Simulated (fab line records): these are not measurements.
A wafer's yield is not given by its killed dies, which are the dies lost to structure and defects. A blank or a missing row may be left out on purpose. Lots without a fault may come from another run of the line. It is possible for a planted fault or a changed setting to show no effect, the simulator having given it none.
A lot that was struck, set against a sound lot | flow n5Finfet | 39 out of 1938 route steps
Sound: wafers L399.2, L399.4, L399.5. Struck: wafer L409.4 (left out: L409.5, a lot-mate that was not struck); the cause follows at the end.
Order at every step that has rows: each side's tool, ch and its chambers, its first start. Under that, the readings that differ: sound wafers | struck wafers | difference of the means | sigmas: that difference in standard deviations of wafers without a fault.
alike: same words and numbers on both sides, and readings whose means sit less than 2 such deviations apart. not compared: any withheld reading, any reading some wafer has no value for, any bound like >300 that may hide the same value, and any number with overlapping values for which the record gives no deviation.
A row with sigmas, a row that says differs or no value, or rows on one side alone: a step with any of these is where the two part. Non-overlapping numbers with no deviation appear without sigmas and do not part them. A reading missing from all wafers of one side parts the sides only when that side holds two or more wafers.

first, 11 steps without rows for these wafers: N5_BEOL_M0_SAQP_DESCUM_19 (chemistry O2, time 7.9 s); N5_BEOL_M0_SAQP_ETCH_83 (etches SiARC in CF4, target depth 39 nm, time 65 s); N5_BEOL_M0_SAQP_ETCH_84 (etches SOC in N2/H2, target depth 100 nm, overetch 20 nm, time 150 s); N5_BEOL_M0_SAQP_STRIP_80 (strips in N2/H2); N5_BEOL_M0_SAQP_HM_OPEN_112 (chemistry CHF3/O2, target SiO2, stops on a-Si, target depth 12 nm, time 13.5 s); N5_BEOL_M0_SAQP_STRIP_113 (strips in CHF3/O2); N5_BEOL_M0_SAQP_MANDREL_ETCH_20 (etches a-Si in HBr/Cl2, stops on SiNx, target depth 60 nm, bt time 10 s, time 30 s); N5_BEOL_M0_SAQP_STRIP_86 (strips in N2/H2); N5_BEOL_M0_SAQP_STRIP_115 (strips in post etch residue remover, time 60 s); N5_BEOL_M0_SAQP_SRD_93 (time 30 s); N5_BEOL_M0_SAQP_RECESS_114 (chemistry HF/NH3, target SiO2, target depth 14.4 nm, afs cycles 3, sublimation time 60 s).
N5_BEOL_M0_SAQP_SPACER1_ALD_98: deposits SiO2, target thk 12.8 nm, pulse time 1 s, purge time 2 s.
  sound on aldSin-01 ch 0,2,3, day 6 07:23; struck on aldSin-01 ch 1, day 8 18:34
reading                                              | sound          | struck | difference | sigmas
aldCycles                                            | 138 138 138    | 179    | +41        | 
model.SiO2_of_BEOL_M0_SAQP_SPACER1_ALD_98.thkNm (nm) | 12.8 12.8 12.8 | 16.6   | +3.8       | 
  alike: heaterPowerW, precursorPulseHeightRel
then, 1 step without rows for these wafers: N5_BEOL_M0_SAQP_SPACER1_ETCHBACK_99 (etches SiO2 in CHF3/O2, target depth 15.4 nm, time 7.7 s).
N5_BEOL_M0_SAQP_MANDREL1_REMOVE_100: chemistry HBr/Cl2/O2, target a-Si, stops on SiNx, bt time 10 s.
  sound on rieSi-01 ch 0,1,3, day 6 07:57; struck on rieSi-02 ch 1, day 8 19:08
reading                                              | sound        | struck | difference | sigmas
model.BEOL_M0_SAQP.cdNm (nm)                         | 13 12.6 12.8 | 16.8   | +4.0       | 
model.SiO2_of_BEOL_M0_SAQP_SPACER1_ALD_98.thkNm (nm) | 7.6 7.4 7.4  | 11.2   | +3.7       | 
  alike: drypumpMotorCurrentA, oesProductAu, throttleValvePct
  not compared: rfHoursCounterH
N5_BEOL_M0_SAQP_CD_MEAS_25: the cd target is 13.1 nm.
  sound on cdSem-02 ch 0, day 6 08:04; struck on cdSem-01 ch 0, day 8 19:15
reading   | sound             | struck | difference | sigmas
cdNm (nm) | 13.37 12.43 13.00 | 16.42  | +3.49      | +15
then, 22 steps without rows for these wafers: N5_BEOL_M0_SAQP_ETCH_101 (etches SiNx in CH3F/O2, target depth 29.9 nm, time 42.7 s); N5_BEOL_M0_SAQP_ETCH_102 (etches SiO2 in CF4, target depth 4 nm, time 4.4 s); N5_BEOL_M0_SAQP_MANDREL_ETCH_103 (etches a-Si in HBr/Cl2, stops on SiCN, target depth 45 nm, bt time 10 s, time 27 s); N5_BEOL_M0_SAQP_RECESS_104 (chemistry HF/NH3, target SiO2, target depth 18 nm, afs cycles 3, sublimation time 60 s); N5_BEOL_M0_SAQP_COAT_105 (time 60 s, resist thk 100 nm); N5_BEOL_M0_SAQP_ETCH_106 (etches SOC in N2/H2, stops on SiNx, target depth 150 nm); N5_BEOL_M0_SAQP_ETCH_107 (etches SiNx in CH3F/O2, target depth 30 nm); N5_BEOL_M0_SAQP_STRIP_108 (strips in N2/H2); N5_BEOL_M0_SAQP_RECESS_109 (chemistry HF/NH3, target SiO2, target depth 3 nm, afs cycles 1, sublimation time 60 s); N5_BEOL_M0_SAQP_SPACER2_ALD_26 (deposits SiO2, target thk 15 nm, pulse time 1 s, purge time 2 s); N5_BEOL_M0_SAQP_SPACER2_ETCHBACK_27 (etches SiO2 in CHF3/O2, target depth 22.5 nm, time 11.25 s); N5_BEOL_M0_SAQP_MANDREL2_REMOVE_110 (chemistry HBr/Cl2/O2, target a-Si, stops on SiCN, bt time 10 s); N5_BEOL_M0_SAQP_COAT_69 (time 60 s, resist thk 90 nm); N5_BEOL_M0_SAQP_COAT_72 (time 60 s, resist thk 15 nm); N5_BEOL_M0_SAQP_COAT_87 (time 60 s, resist thk 5 nm); N5_BEOL_M0_SAQP_COAT_34 (resist thk 30 nm); N5_BEOL_M0_SAQP_EBR_36; N5_BEOL_M0_SAQP_SOFTBAKE_35 (time 60 s); N5_BEOL_M0_SAQP_EXPOSE_37 (exposes mask M0 CUT1, target cd 30 nm); N5_BEOL_M0_SAQP_PEB_38 (peb time 60 s); N5_BEOL_M0_SAQP_DEVELOP_39 (develop time 30 s); N5_BEOL_M0_SAQP_DESCUM_45 (chemistry O2, time 7 s).
N5_BEOL_M4_RC_MEAS_101:
  the record has rows for the sound wafers here (prober-01 ch 0, day 9 05:19) and none for the struck ones
-- the record jumps here: 7 days lie between the struck wafers' starts before and after (it left off in module BEOL_M4 and takes up again in module PASSIVATION, whose first step shown is number 1936 of the route) --
N5_PASSIVATION_PROBE_49:
  sound: prober-02 at day 13 18:36; struck: prober-02 at day 15 13:58
reading                 | sound | struck | difference | sigmas
defectLimitedYield (%)  | 90.0  | 0      | -90        | -60
killed_at_M0_to_M3      | 33    | 1105   | +1072      | +97
killedAtOther           | 7     | 0      | -7         | -2
killedDies              | 118   | 1180   | +1062      | +59
killedOnRim             | 13    | 152    | +139       | +40
sort_bin_5_function (%) | 5.7   | 96.3   | +90.6      | +93
sortNPass               | 1062  | 0      | -1062      | -56
sortYieldPct (%)        | 90.0  | 0      | -90        | -56
  alike: killed_at_M4_up, killedAtContacts, killedAtFrontEnd, killedOpen, killedShort, sort_bin_6_memory, sort_bin_8_speed

## WHERE THEY PART
Earliest at N5_BEOL_M0_SAQP_CD_MEAS_25; latest, in this record, at N5_PASSIVATION_PROBE_49.

WHY: whatever the simulator had introduced
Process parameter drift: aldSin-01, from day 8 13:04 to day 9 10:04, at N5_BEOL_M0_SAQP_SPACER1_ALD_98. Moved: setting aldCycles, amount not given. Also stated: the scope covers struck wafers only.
